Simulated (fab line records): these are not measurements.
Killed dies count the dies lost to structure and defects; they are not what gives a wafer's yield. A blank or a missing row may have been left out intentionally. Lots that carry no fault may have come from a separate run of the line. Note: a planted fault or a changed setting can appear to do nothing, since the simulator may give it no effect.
Comparing a struck lot with a sound one + flow nandHarc + 41 out of 1302 route steps
Sound: wafers L740.3, L740.4, L740.6. Wafers L748.1, L748.4, L748.6 were the ones struck. The cause comes at the end.
At each step with rows: each side's tool, then ch and its chambers, then its first start. Under that, the readings that differ: sound wafers + struck wafers + difference of the means + sigmas: that difference in standard deviations of wafers without a fault.
alike: same words and numbers on both sides, and readings whose means sit less than 2 such deviations apart. not compared: any withheld reading, any reading some wafer has no value for, any bound like >300 that may hide the same value, and any number with overlapping values for which the record gives no deviation.
The two part at a step that has a row with sigmas, a row that says differs or no value, or rows on one side only. Numbers that have no deviation but don't overlap get no sigmas and don't part them. A reading that every wafer of one side lacks parts them only if that side has two wafers or more.

first, 3 steps without rows for these wafers: NHARC_A_STAIRCASE_TRIM_220 (chemistry O2, time 211.2 s); NHARC_A_STAIRCASE_ETCH_221 (etches the open film in C4F8/O2, target depth 100 nm, time 40.5 s); NHARC_A_STAIRCASE_TRIM_222 (chemistry O2, time 211.2 s).
NHARC_A_STAIRCASE_ETCH_223: etches the open film in C4F8/O2, target depth 100 nm, time 40.5 s.
  sound on rieDiel-02 ch 0,1,2; struck on rieDiel-02 ch 1,3
  alike: biasW, oesProductAu, rfVppV
  not compared: rfHoursCounterH
then, 5 steps without rows for these wafers: NHARC_A_STAIRCASE_TRIM_224 (chemistry O2, time 211.2 s); NHARC_A_STAIRCASE_ETCH_225 (etches the open film in C4F8/O2, target depth 100 nm, time 40.5 s); NHARC_A_STAIRCASE_TRIM_226 (chemistry O2, time 211.2 s); NHARC_A_STAIRCASE_ETCH_227 (etches the open film in C4F8/O2, target depth 100 nm, time 40.5 s); NHARC_A_STAIRCASE_TRIM_229 (chemistry O2, time 211.2 s).
NHARC_A_STAIRCASE_ETCH_230: etches the open film in C4F8/O2, target depth 100 nm, time 40.5 s.
  sound on rieDiel-06 ch 1,3; struck on rieDiel-02 ch 0,1,3
| reading             | sound             | struck            | difference | sigmas |
|---------------------|-------------------|-------------------|------------|--------|
| oesProductAu (a.u.) | 0.986 0.955 0.988 | 0.929 0.931 0.946 | -0.041     | -2     |
| rfVppV (V)          | 900 905 899       | 888 887 890       | -13        | -2     |
  alike: biasW
  not compared: rfHoursCounterH
NHARC_A_STAIRCASE_TRIM_231: chemistry O2, time 211.2 s.
  sound on rieDiel-06 ch 1,2; struck on rieDiel-02 ch 0,1,2
  alike: drypumpMotorCurrentA, oesProductAu, rfVppV, showerheadPlenumPTorr, throttleValvePct
  not compared: rfHoursCounterH
NHARC_A_STAIRCASE_ETCH_232: etches the open film in C4F8/O2, target depth 100 nm, time 40.5 s.
  sound on rieDiel-06 ch 1,3, day 20 22:07; struck on rieDiel-02 ch 0,3, day 24 03:50
| reading    | sound       | struck      | difference | sigmas |
|------------|-------------|-------------|------------|--------|
| rfVppV (V) | 899 905 904 | 888 887 887 | -15        | -3     |
  alike: biasW, oesProductAu
  not compared: rfHoursCounterH
then, 1 step without rows for these wafers: NHARC_A_STAIRCASE_TRIM_233 (chemistry O2, time 211.2 s).
NHARC_A_STAIRCASE_ETCH_234: etches the open film in C4F8/O2, target depth 100 nm, time 40.5 s.
  sound on rieDiel-06 ch 1,2,3; struck on rieDiel-02 ch 1,3
  alike: biasW, oesProductAu, rfVppV
  not compared: rfHoursCounterH
then, 22 steps without rows for these wafers: NHARC_A_STAIRCASE_TRIM_235 (chemistry O2, time 211.2 s); NHARC_A_STAIRCASE_ETCH_236 (etches the open film in C4F8/O2, target depth 100 nm, time 40.5 s); NHARC_A_STAIRCASE_STRIP_238 (strips in O2); NHARC_A_STAIRCASE_STRIP_239 (strips in SPM, time 900 s); NHARC_A_STAIRCASE_PRECLEAN_240 (cleans in SC1); NHARC_A_STAIRCASE_SRD_241; NHARC_A_STAIRCASE_DEHYDRATE_242 (time 120 s); NHARC_A_STAIRCASE_HMDS_243 (time 30 s); NHARC_A_STAIRCASE_COAT_244; NHARC_A_STAIRCASE_SOFTBAKE_245 (time 170 s); NHARC_A_STAIRCASE_EBR_246; NHARC_A_STAIRCASE_EXPOSE_247 (exposes mask SDS 1); NHARC_A_STAIRCASE_PEB_248 (peb time 130 s); NHARC_A_STAIRCASE_DEVELOP_249 (time 140 s); NHARC_A_STAIRCASE_HARDBAKE_251 (time 140 s); NHARC_A_STAIRCASE_DESCUM_252 (chemistry O2, time 3 s); NHARC_A_STAIRCASE_ETCH_253 (etches the open film in C4F8/O2, target depth 50 nm, time 20.2 s); NHARC_A_STAIRCASE_STRIP_254 (strips in O2); NHARC_A_STAIRCASE_STRIP_255 (strips in SPM, time 900 s); NHARC_A_STAIRCASE_PRECLEAN_256 (cleans in SC1); NHARC_A_STAIRCASE_SRD_257; NHARC_A_STAIRCASE_HM_DEP_456 (deposits aC, target thk 3100 nm).
NHARC_A_STAIRCASE_DEP_259: deposits SiON, target thk 30 nm.
  sound on pecvd-02 ch 0,1, day 21 03:07; struck on pecvd-02 ch 0,1, day 24 11:34
  alike: heaterPowerW, susceptorTempC
then, 2 steps without rows for these wafers: NHARC_A_STAIRCASE_DEHYDRATE_260 (time 120 s); NHARC_A_STAIRCASE_HMDS_261 (time 30 s).
-- a jump in the record: the struck wafers' starts before and after are 3 days apart (it breaks off in module A_STAIRCASE and resumes in module A_SGD_CUT, where the first step shown is number 890 of the route) --
NHARC_A_SGD_CUT_DEP_00: deposits SiNx, target thk 50 nm.
  sound on pecvd-01 ch 0,1,2, day 23 17:00; struck on pecvd-02 ch 0,1,2, day 27 03:38
| reading | sound | struck                                                                  | difference                   | sigmas |
|---------|-------|-------------------------------------------------------------------------|------------------------------|--------|
| hold    | - - - | awaitDispo/5.1h/release awaitDispo/5.1h/release awaitDispo/5.1h/release | no value on the sound wafers |        |
  alike: heaterPowerW, susceptorTempC
-- the record jumps here: 6 days lie between the struck wafers' starts before and after (it left off in module A_SGD_CUT and takes up again in module END, whose first step shown is number 1302 of the route) --
NHARC_END_SORT_01:
  sound on prober-01 ch 0, day 29 16:17; struck on prober-01 ch 0, day 33 08:12
| reading       | sound    | struck      | difference | sigmas |
|---------------|----------|-------------|------------|--------|
| killedAtArray | 45 37 33 | 124 132 129 | +90        | +4     |
| killedDies    | 49 40 36 | 126 134 131 | +89        | +5     |
  alike: killedAtOther, killedAtPeriphery, killedOpen, killedShort

== WHERE THEY PART ==
First at NHARC_A_STAIRCASE_ETCH_230; last, within this record, at NHARC_END_SORT_01.

WHY: what had been put in by the simulator
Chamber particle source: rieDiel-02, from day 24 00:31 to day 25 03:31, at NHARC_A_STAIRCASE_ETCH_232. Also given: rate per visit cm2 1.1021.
